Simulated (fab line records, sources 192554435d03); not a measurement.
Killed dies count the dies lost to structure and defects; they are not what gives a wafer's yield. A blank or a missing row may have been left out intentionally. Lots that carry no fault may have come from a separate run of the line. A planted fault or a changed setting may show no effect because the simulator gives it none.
fab line records	flow n5_finfet
record lots=8	wafers=23	last_day=20
route steps=1938 shown BEOL_M4@1044 PASSIVATION@1936
lots that met no fault: taken from a fault-free run of the same line
start_h: the number of hours between the record's first day and the start of the first shown wafer of the lot	wait_h: how many hours have passed since the lot's step before this one	" same as the row above	L1.1+2: a single row standing in for several wafers	- no value, or no start was given	* or withheld: withheld	< > ~ a bound
route shown NAME@n: NAME is a module with steps in the file, n the number in the route of the first one	usual: the fault-free wafers' mean and standard deviation	same: alike in all rows	chamber/n: place in a boat	sites: per-site readings	_std_site: the values' standard deviation	_edge_site: mean of outer sites minus mean of inner sites	radius_mm: for every site, how far away it sits from the centre of the wafer	mask NAME#n: copy n	behind: tool/chamber where the wafer was last shaped	hold: reason for holding the lot/hours on hold/outcome of the hold	device: the transistor (n, p or np) that didn't switch	end of line: the same wafers' tests at the end of the route	for a step that has no rows: nothing shown but its recipe	killed: dies that structure and defects cost at the first sort, which is not the same as the wafer's yield	map: a wafer's dies, marking killed ones x, the rest . and places with no die _
set.NAME: setting as actually run; set.NAME@STEP: the setting as run at that earlier step	model.NAME: the simulator's own value behind a step, which no gauge read
the route's steps for a sample of lots (tables are steps, rows are wafers)
services: from which hour (start_h, from the record's first day; less than 0 if before it) a tool's chamber was out of use, for how many hours, and why
## steps
# step N5_BEOL_M4_HM_OPEN_17
# recipe chemistry=Cl2/BCl3	target_depth_a=200	overetch_a=60	target=TiN	mask_material=SOC	ion_energy_ev=150	pressure_mtorr=10	icp_w=1000	bias_w=126	Cl2_flow_sccm=53.25	bcl3_flow_sccm=21.75	Ar_flow_sccm=25
# usual drypump_motor_current_A=5.94/0.12	oes_product_au=0.70/0.077	throttle_valve_pct=21.98/0.24
lot.wafer	tool	chamber	start_h	wait_h	drypump_motor_current_A	oes_product_au	rf_hours_counter_h	throttle_valve_pct
L359.3	rie_metal-02	0	224.69	0.1	6.15	0.60	-	22.49
L359.5	"	0	"	"	6.15	0.67	-	22.37
L362.2	rie_metal-02	0	230.02	0.0	6.19	0.67	45	22.37
L362.3	"	1	"	"	5.83	0.59	-	21.97
L362.4	"	0	"	"	6.17	0.60	-	22.50
L365.1	rie_metal-03	1	285.54	0.0	5.95	0.74	14	21.84
L365.2	"	1	"	"	5.94	0.74	-	21.86
L365.4	"	1	"	"	5.97	0.74	-	21.85
L369.1	rie_metal-02	1	304.74	0.0	5.80	0.64	48	21.86
L369.2	"	0	"	"	6.18	0.66	54	22.40
L369.6	"	0	"	"	6.16	0.65	-	22.39
L371.1	rie_metal-02	0	305.05	0.0	6.14	0.64	54	22.41
L371.2	"	1	"	"	5.83	0.63	48	21.86
L371.3	"	1	"	"	5.83	0.63	-	21.87
L372.4	rie_metal-03	1	324.80	0.1	5.98	0.73	-	21.86
L372.5	"	1	"	"	5.95	0.74	-	21.85
L372.6	"	0	"	"	5.80	0.75	-	22.36
L374.1	rie_metal-02	1	326.49	0.0	5.80	0.64	50	21.86
L374.2	"	0	"	"	6.17	0.66	56	22.40
L374.5	"	1	"	"	5.85	0.64	-	21.85
L373.2	rie_metal-01	0	327.68	0.0	6.04	0.84	0	21.71
L373.3	"	1	"	"	5.89	0.69	-	21.81
L373.6	"	1	"	"	5.91	0.70	-	21.81
# step N5_BEOL_M4_INSPECT_30
# recipe mode=adi	inspect_instrument=brightfield
# usual raw_defect_count=392/95
lot.wafer	tool	chamber	start_h	wait_h	raw_defect_count
L359.3	defect_inspect-02	-	225.27	0.0	327
L359.5	"	-	"	"	293
L362.2	defect_inspect-02	-	230.75	0.0	336
L362.3	"	-	"	"	303
L362.4	"	-	"	"	328
L365.1	defect_inspect-02	-	286.29	0.1	490
L365.2	"	-	"	"	437
L365.4	"	-	"	"	408
L369.1	defect_inspect-02	-	305.46	0.1	395
L369.2	"	-	"	"	259
L369.6	"	-	"	"	401
L371.1	defect_inspect-01	-	305.78	0.1	385
L371.2	"	-	"	"	268
L371.3	"	-	"	"	395
L372.4	defect_inspect-02	-	325.38	0.0	464
L372.5	"	-	"	"	503
L372.6	"	-	"	"	419
L374.1	defect_inspect-02	-	327.08	0.1	346
L374.2	"	-	"	"	392
L374.5	"	-	"	"	315
L373.2	defect_inspect-02	-	328.27	0.0	349
L373.3	"	-	"	"	348
L373.6	"	-	"	"	314
# step N5_BEOL_M4_ETCH_77
# recipe chemistry=N2/H2	target=underlayer	target_depth_a=65	mask_material=CAR-EUV	time_s=5.2	ion_energy_ev=200	pressure_mtorr=30	source_w=840	bias_w=150	n2_flow_sccm=200	h2_flow_sccm=200	ends=cleared
# usual drypump_motor_current_A=5.8/0.47	etch_rf_on_time_s=5.20/0.066	n2_flow_sccm=200.1/0.59	oes_product_au=0.68/0.068	rf_vpp_V=524.1/2.1	showerhead_plenum_p_Torr=2.55/0.063	throttle_valve_pct=17.94/0.24
lot.wafer	tool	chamber	start_h	wait_h	drypump_motor_current_A	etch_rf_on_time_s	n2_flow_sccm	oes_product_au	rf_hours_counter_h	rf_vpp_V	showerhead_plenum_p_Torr	throttle_valve_pct
L359.3	rie_diel-04	2	225.56	0.0	5.5	5.31	200.3	0.59	199	520.8	2.52	18.21
L359.5	"	3	"	"	5.6	5.17	199.6	0.76	-	524.2	2.60	17.80
L362.2	rie_diel-04	1	230.95	0.0	6.3	5.08	200.2	0.81	7	523.1	2.49	17.57
L362.3	"	3	"	"	5.5	5.12	199.6	0.77	38	526.0	2.60	17.81
L362.4	"	0	"	"	6.2	5.19	200.0	0.78	11	526.5	2.60	17.60
L365.1	rie_diel-04	0	286.36	0.0	6.2	5.23	199.3	0.74	28	523.9	2.60	17.61
L365.2	"	3	"	"	5.5	5.21	200.2	0.73	57	525.8	2.59	17.83
L365.4	"	1	"	"	6.2	5.19	199.7	0.76	24	522.0	2.48	17.63
L369.1	rie_diel-01	3	305.53	0.0	5.2	5.15	199.8	0.63	175	523.1	2.54	18.24
L369.2	"	1	"	"	5.6	5.24	200.3	0.61	216	524.4	2.51	18.17
L369.6	"	0	"	"	6.5	5.26	200.8	0.67	-	523.5	2.47	17.86
L371.1	rie_diel-01	0	305.85	0.0	6.5	5.21	199.9	0.69	99	521.4	2.47	17.85
L371.2	"	2	"	"	5.0	5.04	199.9	0.78	30	525.1	2.58	17.40
L371.3	"	1	"	"	5.6	5.13	199.5	0.61	216	523.0	2.52	18.18
L372.4	rie_diel-05	2	325.45	0.0	6.1	5.24	200.5	0.60	241	527.6	2.61	18.21
L372.5	"	1	"	"	6.6	5.24	199.0	0.62	-	524.9	2.53	17.89
L372.6	"	2	"	"	6.1	5.27	201.2	0.60	-	527.0	2.61	18.20
L374.1	rie_diel-01	0	327.15	0.0	6.5	5.32	201.0	0.67	105	520.7	2.46	17.86
L374.2	"	2	"	"	5.0	5.18	200.0	0.75	36	523.9	2.58	17.42
L374.5	"	0	"	"	6.5	5.22	200.4	0.67	-	522.6	2.46	17.84
L373.2	rie_diel-01	0	328.34	0.0	6.4	5.21	200.7	0.67	105	522.9	2.46	17.87
L373.3	"	1	"	"	5.6	5.29	199.7	0.60	222	523.0	2.51	18.20
L373.6	"	0	"	"	6.5	5.24	200.7	0.68	-	519.9	2.46	17.86
# step N5_BEOL_M4_ETCHBACK_99
# recipe chemistry=CHF3	target=SiO2	target_depth_a=50	time_s=10.4	source_w=215	bias_w=47	Ar_flow_sccm=200	CHF3_flow_sccm=12	ion_energy_ev=100	pressure_mtorr=30
# usual drypump_motor_current_A=5.8/0.49	oes_product_au=0.80/0.081	rf_vpp_V=241.2/2.7	showerhead_plenum_p_Torr=2.16/0.053	throttle_valve_pct=17.14/0.24
lot.wafer	tool	chamber	start_h	wait_h	drypump_motor_current_A	oes_product_au	rf_hours_counter_h	rf_vpp_V	showerhead_plenum_p_Torr	throttle_valve_pct
L359.3	rie_diel-04	0	250.43	24.4	6.2	0.37	17	243.9	2.20	16.78
L359.5	"	3	"	"	5.5	0.87	-	240.5	2.20	16.97
L362.2	rie_diel-05	2	250.47	18.9	6.0	0.71	219	241.8	2.21	17.41
L362.3	"	3	"	"	6.0	0.32	115	239.6	2.08	17.26
L362.4	"	0	"	"	5.7	0.34	97	241.9	2.27	17.18
L365.1	rie_diel-01	2	303.43	16.9	5.0	0.90	29	245.5	2.20	16.72
L365.2	"	0	"	"	6.5	0.81	98	242.9	2.09	17.07
L365.4	"	1	"	"	5.6	0.71	215	240.8	2.13	17.33
L369.1	rie_diel-05	1	325.53	19.9	6.6	0.73	185	237.9	2.14	17.01
L369.2	"	3	"	"	6.0	0.76	139	237.4	2.07	17.33
L369.6	"	0	"	"	5.7	0.77	-	242.6	2.26	17.24
L371.1	rie_diel-01	1	330.22	24.2	5.7	0.71	223	238.6	2.13	17.34
L371.2	"	2	"	"	5.0	0.89	37	244.8	2.20	16.72
L371.3	"	3	"	"	5.2	0.71	183	236.4	2.14	17.43
L372.4	rie_diel-01	2	346.93	21.3	5.0	0.88	41	245.6	2.19	16.76
L372.5	"	3	"	"	5.2	0.71	-	235.4	2.14	17.43
L372.6	"	2	"	"	5.0	0.89	-	244.9	2.19	16.74
L374.1	rie_diel-04	1	346.97	19.6	6.2	0.87	44	241.8	2.10	16.90
L374.2	"	3	"	"	5.5	0.84	75	242.1	2.19	17.03
L374.5	"	3	"	"	5.5	0.84	-	241.0	2.19	17.03
L373.2	rie_diel-05	3	353.41	24.9	6.0	0.76	149	241.6	2.07	17.37
L373.3	"	0	"	"	5.7	0.76	130	241.5	2.25	17.27
L373.6	"	0	"	"	5.7	0.76	-	242.9	2.25	17.26
# step N5_BEOL_M4_ETCH_70
# recipe chemistry=N2/H2	target=SOC	target_depth_a=800	overetch_a=240	mask_material=SiARC	temp_c=40	time_s=130	ion_energy_ev=200	pressure_mtorr=30	source_w=840	bias_w=150	n2_flow_sccm=200	h2_flow_sccm=200
# usual drypump_motor_current_A=5.8/0.49	n2_flow_sccm=200.0/0.63	oes_product_au=0.59/0.057	rf_vpp_V=524.1/2	showerhead_plenum_p_Torr=2.55/0.065	temp_c=40.02/0.11	throttle_valve_pct=17.88/0.26
lot.wafer	tool	chamber	start_h	wait_h	drypump_motor_current_A	n2_flow_sccm	oes_product_au	rf_hours_counter_h	rf_vpp_V	showerhead_plenum_p_Torr	temp_c	throttle_valve_pct
L359.3	rie_diel-04	0	250.47	0.0	6.2	200.2	0.66	17	523.8	2.60	40.17	17.56
L359.5	"	3	"	"	5.6	199.7	0.64	-	525.6	2.59	39.91	17.78
L362.2	rie_diel-05	2	250.50	0.0	6.1	199.5	0.52	219	526.6	2.62	40.05	18.12
L362.3	"	3	"	"	6.0	198.8	0.58	115	520.3	2.45	40.08	17.96
L362.4	"	0	"	"	5.7	199.8	0.59	97	526.9	2.68	39.97	18.00
L365.1	rie_diel-01	2	303.46	0.0	4.9	198.9	0.66	29	526.0	2.58	39.99	17.35
L365.2	"	0	"	"	6.5	199.7	0.59	98	521.7	2.47	40.05	17.81
L365.4	"	1	"	"	5.6	199.6	0.53	215	522.1	2.52	40.06	18.12
L369.1	rie_diel-05	1	325.57	0.0	6.6	200.2	0.55	185	524.3	2.53	40.10	17.85
L369.2	"	3	"	"	6.0	199.7	0.57	139	520.9	2.43	39.81	18.00
L369.6	"	0	"	"	5.7	199.3	0.58	-	527.6	2.67	40.00	18.05
L371.1	rie_diel-01	1	330.26	0.0	5.7	199.3	0.53	223	523.5	2.51	39.96	18.13
L371.2	"	2	"	"	5.0	199.9	0.65	37	526.5	2.58	39.92	17.36
L371.3	"	3	"	"	5.2	200.5	0.54	183	523.9	2.54	39.96	18.21
L372.4	rie_diel-01	2	346.97	0.0	5.0	200.3	0.64	41	525.1	2.58	39.94	17.36
L372.5	"	3	"	"	5.2	200.5	0.53	-	522.6	2.54	40.19	18.24
L372.6	"	2	"	"	5.0	199.8	0.65	-	523.9	2.58	39.94	17.38
L374.1	rie_diel-04	1	347.00	0.0	6.2	199.4	0.63	44	522.8	2.48	39.91	17.62
L374.2	"	3	"	"	5.5	200.3	0.62	75	525.5	2.58	40.15	17.84
L374.5	"	3	"	"	5.5	200.5	0.61	-	523.8	2.58	39.96	17.83
L373.2	rie_diel-05	3	353.45	0.0	6.0	201.3	0.56	149	519.2	2.43	39.97	18.02
L373.3	"	0	"	"	5.7	199.6	0.57	131	527.2	2.66	39.90	18.06
L373.6	"	0	"	"	5.7	200.4	0.56	-	527.7	2.66	40.12	18.05
# step N5_BEOL_M4_OCD_MEAS_38
# usual trench_depth_nm=55.3/0.83
lot.wafer	tool	chamber	start_h	wait_h	trench_depth_nm
L359.3	ocd-01	-	250.83	-	3.9
L359.5	"	-	"	"	55.4
L362.2	ocd-02	-	250.86	-	54.8
L362.3	"	-	"	"	2.5
L362.4	"	-	"	"	3.8
L365.1	ocd-01	-	303.82	-	56.4
L365.2	"	-	"	"	55.5
L365.4	"	-	"	"	54.8
L369.1	ocd-02	-	325.94	-	54.8
L369.2	"	-	"	"	55.3
L369.6	"	-	"	"	55.2
L371.1	ocd-01	-	330.62	-	55.8
L371.2	"	-	"	"	55.6
L371.3	"	-	"	"	54.8
L372.4	ocd-01	-	347.33	-	56.8
L372.5	"	-	"	"	54.6
L372.6	"	-	"	"	56.1
L374.1	ocd-02	-	347.37	-	55.6
L374.2	"	-	"	"	55.5
L374.5	"	-	"	"	56.5
L373.2	ocd-01	-	353.81	-	54.7
L373.3	"	-	"	"	55.6
L373.6	"	-	"	"	54.6
# step N5_BEOL_M4_THK_MEAS_53
# recipe thk_meas_gauge=xrf	reads=Cu_of_BEOL_M4_ECD_50
# usual M4_THK=39.1/1.1
lot.wafer	tool	chamber	start_h	wait_h	M4_THK[nm]
L359.3	film_metro-01	-	254.34	-	-
L359.5	"	-	"	"	40.7
L362.2	film_metro-01	-	254.39	-	37.7
L362.3	"	-	"	"	-
L362.4	"	-	"	"	-
L365.1	film_metro-02	-	308.20	-	39.8
L365.2	"	-	"	"	37.6
L365.4	"	-	"	"	38.3
L369.1	film_metro-01	-	331.55	-	37.8
L369.2	"	-	"	"	38.1
L369.6	"	-	"	"	36.3
L371.1	film_metro-02	-	334.15	-	38.5
L371.2	"	-	"	"	39.1
L371.3	"	-	"	"	37.6
L372.4	film_metro-01	-	350.83	-	41.3
L372.5	"	-	"	"	38.0
L372.6	"	-	"	"	40.4
L374.1	film_metro-02	-	351.04	-	38.0
L374.2	"	-	"	"	40.3
L374.5	"	-	"	"	40.4
L373.2	film_metro-01	-	358.00	-	38.6
L373.3	"	-	"	"	38.9
L373.6	"	-	"	"	38.7
# step N5_BEOL_M4_RC_MEAS_101
# usual DIBL_N=36.6/1.3	DIBL_P=36.4/1.4	IOFF_N=0.167/0.023	IOFF_P=0.219/0.029	ION_N=678/8.7	ION_P=464/6.4	SS_N=71.5/0.53	SS_P=73.4/0.57	VT_N=248.5/2.8	VT_P=-249/3.1
lot.wafer	tool	chamber	start_h	wait_h	DIBL_N[mV/V]	DIBL_P[mV/V]	IOFF_N[nA/um]	IOFF_P[nA/um]	ION_N[uA/um]	ION_P[uA/um]	SS_N[mV/dec]	SS_P[mV/dec]	VT_N[mV]	VT_P[mV]
L362.2	prober-01	0	254.85	0.2	34.9	36.0	0.157	0.243	675	467	71.3	73.4	252.5	-242
L359.5	prober-02	0	255.27	0.6	37.8	37.1	0.169	0.238	669	459	71.9	73.4	250.5	-246
L365.1	prober-01	0	308.51	0.0	34.8	34.5	0.142	0.195	661	454	71.8	73.4	250.3	-251
L365.2	"	0	"	"	35.6	36.9	0.159	0.228	675	461	70.3	73.5	249.4	-247
L365.4	"	0	"	"	36.5	36.5	0.169	0.222	670	459	71.2	73.4	247.3	-246
L369.1	prober-02	0	332.15	0.0	35.9	35.4	0.156	0.219	675	464	70.9	73.2	246.8	-250
L369.2	"	0	"	"	35.2	35.2	0.148	0.225	681	472	70.5	73.5	249.7	-248
L369.6	"	0	"	"	36.6	36.0	0.169	0.230	681	466	70.9	73.4	246.5	-248
L371.1	prober-01	0	334.52	0.0	39.3	37.6	0.193	0.207	689	461	71.7	74.3	245.8	-252
L371.2	"	0	"	"	37.9	37.0	0.165	0.200	679	466	71.7	73.7	249.2	-253
L371.3	"	0	"	"	37.2	36.2	0.149	0.180	672	456	71.6	73.5	252.1	-255
L374.1	prober-02	0	351.41	0.0	36.2	37.2	0.160	0.197	679	461	71.8	72.2	248.6	-252
L374.2	"	0	"	"	36.1	36.6	0.153	0.182	676	457	71.3	72.6	251.2	-250
L374.5	"	0	"	"	35.8	36.3	0.151	0.179	679	460	70.9	72.6	250.6	-252
L372.4	prober-01	0	351.61	0.5	37.1	39.1	0.171	0.247	674	463	72.1	73.3	249.8	-248
L372.5	"	0	"	"	37.7	38.4	0.176	0.233	675	465	72.4	73.7	250.0	-248
L372.6	"	0	"	"	36.9	38.3	0.168	0.222	678	466	71.7	73.8	252.3	-251
L373.2	prober-01	0	358.47	0.2	38.3	39.0	0.231	0.281	704	477	71.8	74.7	242.5	-245
L373.3	"	0	"	"	37.2	36.4	0.193	0.235	689	468	71.3	74.4	245.3	-249
L373.6	"	0	"	"	37.2	36.5	0.188	0.234	690	468	71.6	73.3	245.2	-250
# step N5_PASSIVATION_PROBE_49
# usual defect_limited_yield=91.6/1.6	killed_at_M0_to_M3=32/9.7	killed_at_M4_up=13/4.4	killed_at_contacts=12/6.5	killed_at_front_end=38/12	killed_at_other=3.7/3	killed_dies=99/18	killed_on_rim=13/3.9	killed_open=66/14	killed_short=32/7.5	sort_bin_5_function=4.9/1	sort_bin_6_memory=3.2/0.73	sort_n_pass=1081/18	sort_yield_pct=91.6/1.6
# same gross_dies=1180	killed_at_back_side=0	sort_bin_4_leakage[%]=0	sort_bin_8_speed[%]=0
lot.wafer	tool	chamber	start_h	wait_h	defect_limited_yield[%]	killed_at_M0_to_M3	killed_at_M4_up	killed_at_contacts	killed_at_front_end	killed_at_other	killed_dies	killed_on_rim	killed_open	killed_short	sort_bin_5_function[%]	sort_bin_6_memory[%]	sort_n_pass	sort_yield_pct[%]
L362.2	prober-01	-	353.45	0.1	93.1	31	8	6	32	4	81	7	53	28	4.2	2.5	1099	93.1
L362.3	prober-01	-	353.50	0.1	3.2	45	1061	2	25	9	1142	152	59	33	92.7	3.8	38	3.2
L362.4	prober-01	-	353.55	0.2	8.8	38	995	6	27	10	1076	118	56	28	87.9	2.5	104	8.8
L359.3	prober-02	-	353.77	0.1	6.3	39	1006	8	44	9	1106	130	75	36	89.7	3.7	74	6.3
L359.5	prober-02	-	353.87	0.2	91.7	27	9	9	43	10	98	9	63	34	4.6	3.3	1082	91.7
# killed by level:class
L362.2 BEOL_M1:geometric_particle:open=10 GATE_CUT:geometric_particle:short=6 MOL_CONTACT_COAG:geometric_particle:open=6 FIN_SAQP:geometric_particle:open=5 BEOL_M0_SAQP:geometric_particle:short=5 BEOL_M2:geometric_particle:open=5 DUMMY_GATE:geometric_particle:open=4 BEOL_M0_SAQP:geometric_particle:open=4
L362.3 BEOL_M4:area_open=1050 BEOL_M1:geometric_particle:open=15 BEOL_M0_SAQP:geometric_particle:short=5 BEOL_M1:geometric_particle:short=4 STI_FIN_REVEAL:geometric_particle:open=4 ILD0:geometric_particle:short=4 BEOL_M0_SAQP:geometric_particle:open=4 BEOL_M2:geometric_particle:short=4
L362.4 BEOL_M4:area_open=992 BEOL_M1:geometric_particle:open=12 MOL_CONTACT_COAG:geometric_particle:open=6 BEOL_M0:geometric_particle:open=6 FIN_SAQP:geometric_particle:open=5 BEOL_M2:geometric_particle:open=5 FIN_SAQP:geometric_particle:short=4 DUMMY_GATE:geometric_particle:open=4
L359.3 BEOL_M4:area_open=993 BEOL_M0_SAQP:geometric_particle:open=12 BEOL_M2:geometric_particle:open=9 BEOL_M0_SAQP:geometric_particle:short=8 GATE_CUT:geometric_particle:short=7 MOL_CONTACT_COAG:geometric_particle:open=7 BEOL_M3:geometric_particle:open=6 FIN_SAQP:geometric_particle:short=5
L359.5 STI_FIN_REVEAL:geometric_particle:open=11 MOL_CONTACT_COAG:geometric_particle:open=9 DUMMY_GATE:geometric_particle:open=8 FIN_SAQP:geometric_particle:short=7 BEOL_M2:geometric_particle:open=7 BEOL_M3:geometric_particle:open=5 BEOL_M0_SAQP:geometric_particle:short=4 BEOL_M1:geometric_particle:short=4
## services
tool	chamber	start_h	hours	kind
rie_diel-01	2	204.69	-	clean
rie_diel-01	2	204.69	-	consumable_replace:focus_ring
rie_diel-01	2	204.69	23.2	scheduled_down
rie_diel-01	2	204.69	23.2	vent_cycle
rie_metal-02	0	207.82	1.5	repair
rie_diel-04	0	214.62	7.9	repair
rie_diel-05	-	236.95	2.4	repair
rie_metal-01	-	239.29	14.6	pm
rie_metal-03	0	249.06	38.5	repair
rie_metal-01	0	283.97	2.3	repair
rie_diel-04	2	287.32	7.5	repair
rie_diel-04	2	308.08	5.8	repair
rie_metal-01	0	308.48	-	clean
rie_metal-01	0	308.48	14.4	scheduled_down
rie_metal-01	0	308.48	14.4	vent_cycle
rie_diel-05	2	313.06	5.9	repair
rie_diel-04	2	326.28	1.8	repair
rie_diel-05	2	352.26	-	clean
rie_diel-05	2	352.26	-	consumable_replace:focus_ring
rie_diel-05	2	352.26	21.1	scheduled_down
rie_diel-05	2	352.26	21.1	vent_cycle
## key
first_sign step=N5_BEOL_M4_ETCHBACK_99	reading=oes_product_au	direction=down	sigmas=5.6	usual=0.80	struck=0.35
effect step=N5_BEOL_M4_OCD_MEAS_38	reading=trench_depth_nm	direction=down	sigmas=62	usual=55.3	struck=3.4
effect step=N5_BEOL_M4_THK_MEAS_53	reading=M4_THK	direction=missing
effect step=N5_PASSIVATION_PROBE_49	reading=killed_at_M4_up	direction=up	sigmas=99+	usual=13	struck=1021
more_kills_born_at N5_BEOL_M4_HM_OPEN_17@rie_metal-02=3035
met_at N5_BEOL_M4_HM_OPEN_17
struck_lots L359,L362
struck_wafers L359.3,L362.3,L362.4
later_rows_left_out L359.3,L362.3,L362.4
not_acting_at N5_BEOL_M4_INSPECT_30,N5_BEOL_M4_ETCH_77,N5_BEOL_M4_ETCH_70
fault kind=process_parameter_drift	tool=rie_metal-02	chamber=-	onset_h=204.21	steps=N5_BEOL_M4_HM_OPEN_17	channel=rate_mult	offset=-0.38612	shape=step	end_h=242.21	scope=struck_wafers_only
# later_rows_left_out: the simulator's readings of these wafers behind a module that went badly wrong aren't trusted and aren't shown, but for the sort
